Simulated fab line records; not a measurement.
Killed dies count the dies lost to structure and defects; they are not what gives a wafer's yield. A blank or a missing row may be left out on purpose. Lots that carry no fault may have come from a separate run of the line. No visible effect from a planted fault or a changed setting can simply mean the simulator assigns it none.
Struck lot and sound lot, side by side | flow nand-harc | 12 out of 1159 route steps
Sound: these wafers, L482.1, L482.2, L482.4. Wafers struck: L491.1, L491.3, L491.5. The cause is given at the end.
At each step with rows: each side's tool, then ch and its chambers, then its first start. Under that, the readings that differ: sound wafers | struck wafers | difference of the means | sigmas: that difference in standard deviations of wafers without a fault.
alike: a reading whose means differ by less than 2 such deviations, as well as words and numbers matching on both sides. not compared: withheld readings; readings where some wafer has no value; bounds like >300 that might hide an equal value; numbers whose values overlap and for which the record gives no deviation.
A row with sigmas, a row that says differs or no value, or rows on one side alone: a step with any of these is where the two part. Numbers that don't overlap but have no deviation are shown without sigmas and don't part them. A reading missing from all wafers of one side parts the sides only when that side holds two or more wafers.

first, 1 step without rows for these wafers: NHARC_P_BONDPAD_ECD_18 (material Cu, target thk 400 nm).
NHARC_P_BONDPAD_ANNEAL_28: time 90 s.
  sound on rtp-anneal-02 ch 0, day 7 11:22; struck on rtp-anneal-01 ch 0, day 9 04:00
  reading          | sound             | struck            | difference | sigmas
  wafer_temp_C_max | 226.3 227.4 226.7 | 225.6 225.6 225.6 | -1.2       | -2
NHARC_P_BONDPAD_CMP_19: polishes, t overpolish 30 s, cu recess touch 16 s, target thk 160.81 nm.
  sound on cmp-01 ch 0,2,3, day 7 11:43; struck on cmp-02 ch 1,2, day 9 04:21
  alike: motor-current-A, overpolish-run-s, slurry-filter-dp-kPa, slurry-flow-ml-min
NHARC_P_BONDPAD_THK_MEAS_20: measures by xrf.
  struck on film-metro-02, day 9 04:40; sound on film-metro-02, day 7 12:02
  alike: thk-nm
then, 1 step without rows for these wafers: NHARC_P_BONDPAD_SRD_21 (time 30 s, dry time 20 s).
NHARC_P_BONDPAD_INSPECT_23:
  struck on defect-inspect-02, day 9 04:54; sound on defect-inspect-01, day 7 12:16
  alike: raw-defect-count
NHARC_P_BONDPAD_ACTIVATE_29: chemistry N2, time 60 s.
  sound on rie-diel-08 ch 0,2,3, day 7 12:20; struck on rie-diel-08 ch 0,1,3, day 9 04:59
  alike: drypump-motor-current-A, oes-product-au, rf-vpp-V, showerhead-plenum-p-Torr
  not compared: rf-hours-counter-h
then, 2 steps without rows for these wafers: NHARC_P_BONDPAD_PRECLEAN_30 (cleans in DIW, time 300 s); NHARC_P_BONDPAD_SRD_31 (time 30 s, dry time 20 s).
NHARC_A_START_INSPECT_01:
  struck on defect-inspect-01, day 9 05:22; sound on defect-inspect-02, day 7 12:44
  alike: raw-defect-count
NHARC_A_ZERO_WELL_PRECLEAN_00: cleans in SPM, time 600 s.
  sound on wet-bench-09 ch 0,4,7, day 7 12:49; struck on wet-bench-06 ch 0,4,5, day 9 05:28
  no value came back on the struck wafers for bath-guard-temp-C (C), bath-heat-duty-pct (%); on the sound wafers bath-guard-temp-C (C) reads 121.1 119.4 119.0
then, 1 step without rows for these wafers: NHARC_A_ZERO_WELL_SRD_01.

## WHERE THEY PART
First at NHARC_P_BONDPAD_ANNEAL_28; last, within this record, at NHARC_A_ZERO_WELL_PRECLEAN_00.

WHY: the cause the simulator had injected
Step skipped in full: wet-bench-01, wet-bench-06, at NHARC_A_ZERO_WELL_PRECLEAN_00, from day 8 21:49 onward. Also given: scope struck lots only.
